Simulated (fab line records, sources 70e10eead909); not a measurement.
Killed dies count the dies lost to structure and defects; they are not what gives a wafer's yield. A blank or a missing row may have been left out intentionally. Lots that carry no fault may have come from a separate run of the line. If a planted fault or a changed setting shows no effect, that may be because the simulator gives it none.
What tool caused it? + flow nand_harc + Sampling: 12 lots, 36 wafers, 7 of 1302 route steps

## WHAT THE GAUGES READ, wafer by wafer
NHARC_P_M1_INSPECT_11. Usual: raw_defect_count at 4.6, with a standard deviation of 2.9.
| lot  | measured     | on                | raw_defect_count | flag |
|------|--------------|-------------------|------------------|------|
| L676 | day 6 10:29  | defect_inspect-01 | 5 5 1            |      |
| L680 | day 7 18:02  | defect_inspect-02 | 6 4 3            |      |
| L681 | day 8 12:01  | defect_inspect-02 | 5 4 5            |      |
| L682 | day 8 17:20  | defect_inspect-02 | 2 7 6            |      |
| L683 | day 9 03:36  | defect_inspect-02 | 8 9 7            |      |
| L690 | day 12 03:48 | defect_inspect-02 | 1 7 2            |      |
| L691 | day 12 07:28 | defect_inspect-01 | 1 2 1            |      |
| L693 | day 13 03:52 | defect_inspect-02 | 7 2 4            |      |
| L694 | day 13 21:19 | defect_inspect-02 | 4 4 2            |      |
| L695 | day 13 21:37 | defect_inspect-01 | 4 4 3            |      |
| L696 | day 14 18:25 | defect_inspect-01 | 3 4 1            |      |
| L697 | day 14 21:50 | defect_inspect-01 | 5 2 8            |      |

NHARC_P_M1_THK_MEAS_24: measures by xrf. Usual: thk_nm at 157.4 nm, with a standard deviation of 1.7.
| lot  | measured     | on            | thk_nm (nm)       | flag |
|------|--------------|---------------|-------------------|------|
| L676 | day 6 12:58  | film_metro-02 | 156.8 156.1 158.3 |      |
| L680 | day 7 20:56  | film_metro-01 | 155.3 157.5 158.7 |      |
| L681 | day 8 14:30  | film_metro-01 | 30.2 31.5 29.6    | OFF  |
| L682 | day 8 19:52  | film_metro-02 | 28.2 30.5 30.3    | OFF  |
| L683 | day 9 06:07  | film_metro-01 | 29.7 29.4 31.1    | OFF  |
| L690 | day 12 06:20 | film_metro-02 | 156.9 158.4 159.3 |      |
| L691 | day 12 09:59 | film_metro-01 | 155.7 156.6 157.1 |      |
| L693 | day 13 06:44 | film_metro-01 | 158.4 156.6 158.4 |      |
| L694 | day 13 23:55 | film_metro-01 | 159.0 156.3 155.5 |      |
| L695 | day 14 00:07 | film_metro-02 | 156.3 157.9 158.1 |      |
| L696 | day 14 20:53 | film_metro-01 | 156.4 157.8 156.3 |      |
| L697 | day 15 00:19 | film_metro-01 | 156.2 159.8 157.4 |      |

NHARC_P_M1_INSPECT_27. Usual: raw_defect_count at 315, with a standard deviation of 130.
| lot  | measured     | on                | raw_defect_count | flag |
|------|--------------|-------------------|------------------|------|
| L676 | day 6 13:08  | defect_inspect-01 | 447 264 374      |      |
| L680 | day 7 21:06  | defect_inspect-02 | 371 375 181      |      |
| L681 | day 8 14:40  | defect_inspect-01 | 221 306 346      |      |
| L682 | day 8 20:01  | defect_inspect-01 | 384 429 223      |      |
| L683 | day 9 06:16  | defect_inspect-02 | 281 159 233      |      |
| L690 | day 12 06:31 | defect_inspect-01 | 339 278 346      |      |
| L691 | day 12 10:10 | defect_inspect-02 | 224 223 372      |      |
| L693 | day 13 06:53 | defect_inspect-01 | 178 229 186      |      |
| L694 | day 14 00:05 | defect_inspect-01 | 311 262 241      |      |
| L695 | day 14 00:16 | defect_inspect-01 | 534 730 559      |      |
| L696 | day 14 21:03 | defect_inspect-02 | 227 302 342      |      |
| L697 | day 15 00:28 | defect_inspect-02 | 272 342 486      |      |

NHARC_END_SORT_01. Usual: defect_limited_yield 91.5 %, standard deviation 2.5; killed_at_array 52, standard deviation 17; killed_at_other 1.2, standard deviation 1.4; killed_at_periphery 4.7, standard deviation 2.9; killed_dies 58, standard deviation 17; killed_open 3.2, standard deviation 1.9; killed_short 2.4, standard deviation 1.4; sort_bin_2_pct 3.0 %, standard deviation 1.1; sort_bin_3_pct 0.6 %, standard deviation 0.37; sort_bin_4_pct 4.8 %, standard deviation 1.4; sort_n_pass 619, standard deviation 17; sort_rim_yield_pct 90 %, standard deviation 4.9; sort_yield_pct 91.5 %, standard deviation 2.5.
| lot  | measured     | on        | defect_limited_yield (%) | killed_at_array | killed_at_other | killed_at_periphery | killed_dies | killed_open | killed_short | sort_bin_2_pct (%) | sort_bin_3_pct (%) | sort_bin_4_pct (%) | sort_n_pass | sort_rim_yield_pct (%) | sort_yield_pct (%) | flag |
|------|--------------|-----------|--------------------------|-----------------|-----------------|---------------------|-------------|-------------|--------------|--------------------|--------------------|--------------------|-------------|------------------------|--------------------|------|
| L681 | day 27 01:40 | prober-02 | 0 0 0                    | 33 46 33        | 0 0 0           | 644 631 644         | 677 677 677 | 3 0 3       | 2 2 2        | 96.8 95.1 96.2     | 0.3 0.7 0.1        | 3.0 4.1 3.7        | 0 0 0       | 0 0 0                  | 0 0 0              | OFF  |
| L682 | day 26 17:14 | prober-01 | 0 0 0                    | 44 40 50        | 0 2 1           | 633 635 626         | 677 677 677 | 4 2 2       | 2 3 2        | 95.9 95.3 93.8     | 0.6 0.9 0.1        | 3.5 3.8 6.1        | 0 0 0       | 0 0 0                  | 0 0 0              | OFF  |
| L683 | day 27 05:46 | prober-01 | 0 0 0                    | 49 51 31        | 2 2 1           | 626 624 645         | 677 677 677 | 9 5 2       | 5 3 5        | 94.1 94.7 95.3     | 0.7 0.7 0.6        | 5.2 4.6 4.1        | 0 0 0       | 0 0 0                  | 0 0 0              | OFF  |

## EACH LOT AND THE TOOL THAT RAN IT (in order: tool; ch and the chambers of the sampled wafers; start)
| lot  | NHARC_P_M0_ANNEAL_30             | NHARC_P_M1_ECD_22              | NHARC_P_M1_CMP_23             |
|------|----------------------------------|--------------------------------|-------------------------------|
| L676 | rtp_anneal-02 ch 0, day 6 08:19  | ecd_cu-01 ch 0,1, day 6 11:59  | cmp-01 ch 0,3, day 6 12:40    |
| L680 | rtp_anneal-01 ch 0, day 7 15:32  | ecd_cu-02 ch 0,1, day 7 19:55  | cmp-02 ch 1,2,3, day 7 20:38  |
| L681 | rtp_anneal-01 ch 0, day 8 09:50  | ecd_cu-02 ch 0,1, day 8 13:28  | cmp-02 ch 1,2,3, day 8 14:11  |
| L682 | rtp_anneal-01 ch 0, day 8 15:10  | ecd_cu-02 ch 0, day 8 18:53    | cmp-03 ch 0,2, day 8 19:34    |
| L683 | rtp_anneal-01 ch 0, day 9 01:22  | ecd_cu-01 ch 0,1, day 9 05:10  | cmp-02 ch 0,1,3, day 9 05:51  |
| L690 | rtp_anneal-01 ch 0, day 12 01:29 | ecd_cu-01 ch 1, day 12 05:21   | cmp-01 ch 0,3, day 12 06:01   |
| L691 | rtp_anneal-01 ch 0, day 12 05:08 | ecd_cu-01 ch 0, day 12 09:00   | cmp-01 ch 0,1,3, day 12 09:43 |
| L693 | rtp_anneal-01 ch 0, day 13 01:31 | ecd_cu-02 ch 0,1, day 13 05:45 | cmp-03 ch 0,3, day 13 06:27   |
| L694 | rtp_anneal-02 ch 0, day 13 18:58 | ecd_cu-01 ch 0,1, day 13 22:56 | cmp-02 ch 0,1,2, day 13 23:38 |
| L695 | rtp_anneal-02 ch 0, day 13 19:20 | ecd_cu-02 ch 0,1, day 13 23:08 | cmp-01 ch 2,3, day 13 23:48   |
| L696 | rtp_anneal-01 ch 0, day 14 16:05 | ecd_cu-01 ch 0,1, day 14 19:58 | cmp-01 ch 1,2,3, day 14 20:36 |
| L697 | rtp_anneal-01 ch 0, day 14 19:33 | ecd_cu-02 ch 0,1, day 14 23:16 | cmp-03 ch 1,2, day 15 00:00   |
- NHARC_P_M0_ANNEAL_30: time 90 s.
- NHARC_P_M1_ECD_22: material Cu, target thk 400 nm.
- NHARC_P_M1_CMP_23: polishes, t overpolish 20 s, target thk 157.82 nm.

## WHAT THE TOOLS THEMSELVES READ (means of the sampled wafers that have a number; where no wafer has one, the mark that the record gives instead)
NHARC_P_M0_ANNEAL_30. Usual: wafer_temp_C_max at 225.96, with a standard deviation of 0.27.
| lot  | tool          | wafer_temp_C_max | flag |
|------|---------------|------------------|------|
| L676 | rtp_anneal-02 | 225.78           |      |
| L680 | rtp_anneal-01 | 225.79           |      |
| L681 | rtp_anneal-01 | 226.19           |      |
| L682 | rtp_anneal-01 | 226.02           |      |
| L683 | rtp_anneal-01 | 225.91           |      |
| L690 | rtp_anneal-01 | 225.76           |      |
| L691 | rtp_anneal-01 | 226.04           |      |
| L693 | rtp_anneal-01 | 225.93           |      |
| L694 | rtp_anneal-02 | 225.79           |      |
| L695 | rtp_anneal-02 | 225.65           |      |
| L696 | rtp_anneal-01 | 226.13           |      |
| L697 | rtp_anneal-01 | 225.99           |      |

NHARC_P_M1_ECD_22. Usual: bath_heat_duty_pct 6.5 %, standard deviation 0.83; bath_temp_c 25.01 C, standard deviation 0.11.
| lot  | tool      | bath_heat_duty_pct (%) | bath_temp_c (C) | flag |
|------|-----------|------------------------|-----------------|------|
| L676 | ecd_cu-01 | 6.8                    | 25.06           |      |
| L680 | ecd_cu-02 | 5.9                    | 25.08           |      |
| L681 | ecd_cu-02 | -                      | -               | OFF  |
| L682 | ecd_cu-02 | -                      | -               | OFF  |
| L683 | ecd_cu-01 | -                      | -               | OFF  |
| L690 | ecd_cu-01 | 7.0                    | 24.96           |      |
| L691 | ecd_cu-01 | 7.5                    | 25.09           |      |
| L693 | ecd_cu-02 | 6.0                    | 25.03           |      |
| L694 | ecd_cu-01 | 7.1                    | 25.00           |      |
| L695 | ecd_cu-02 | 6.1                    | 25.01           |      |
| L696 | ecd_cu-01 | 7.3                    | 25.07           |      |
| L697 | ecd_cu-02 | 6.3                    | 25.03           |      |

NHARC_P_M1_CMP_23. Usual: motor_current_A 11.6 A, standard deviation 1.1; time_to_endpoint_s 28 s, standard deviation 3.9.
| lot  | tool   | motor_current_A (A) | time_to_endpoint_s (s) | flag |
|------|--------|---------------------|------------------------|------|
| L676 | cmp-01 | 11.6                | 29                     |      |
| L680 | cmp-02 | 11.7                | 32                     |      |
| L681 | cmp-02 | 11.9                | 4                      | OFF  |
| L682 | cmp-03 | 11.0                | 0                      | OFF  |
| L683 | cmp-02 | 12.2                | 3                      | OFF  |
| L690 | cmp-01 | 11.8                | 27                     |      |
| L691 | cmp-01 | 11.2                | 26                     |      |
| L693 | cmp-03 | 12.9                | 29                     |      |
| L694 | cmp-02 | 12.1                | 25                     |      |
| L695 | cmp-01 | 11.0                | 26                     |      |
| L696 | cmp-01 | 10.7                | 24                     |      |
| L697 | cmp-03 | 10.2                | 31                     |      |

## THE ANSWER, worked out from the rows above alone
Rule: a lot counts as off when the mean over its wafers that have a number is more than 3 standard deviations away from the usual mean. Also off: a lot with no number at a reading for which 4 or more lots have one. All remaining lots with rows at the step are treated as sound. Order of review: gauges by route order, followed by the tools' own readings, for which a lot's mean as printed above is used. The first step at which some lot is off is used, and at that step the reading that is off furthest; a lot without a number counts as furthest.
Off: L681, L682, L683, at NHARC_P_M1_THK_MEAS_24 (thk_nm).
A tool fits if, at a process step before that reading, it ran every lot that is off, and no sound lot after the first of them. The gauges at NHARC_P_M1_THK_MEAS_24 aren't tried: what is off there is off at NHARC_END_SORT_01 too, on other tools, and a gauge's error can't cause that. None of those tried fits.

## WHAT THE SIMULATOR HAD INSERTED
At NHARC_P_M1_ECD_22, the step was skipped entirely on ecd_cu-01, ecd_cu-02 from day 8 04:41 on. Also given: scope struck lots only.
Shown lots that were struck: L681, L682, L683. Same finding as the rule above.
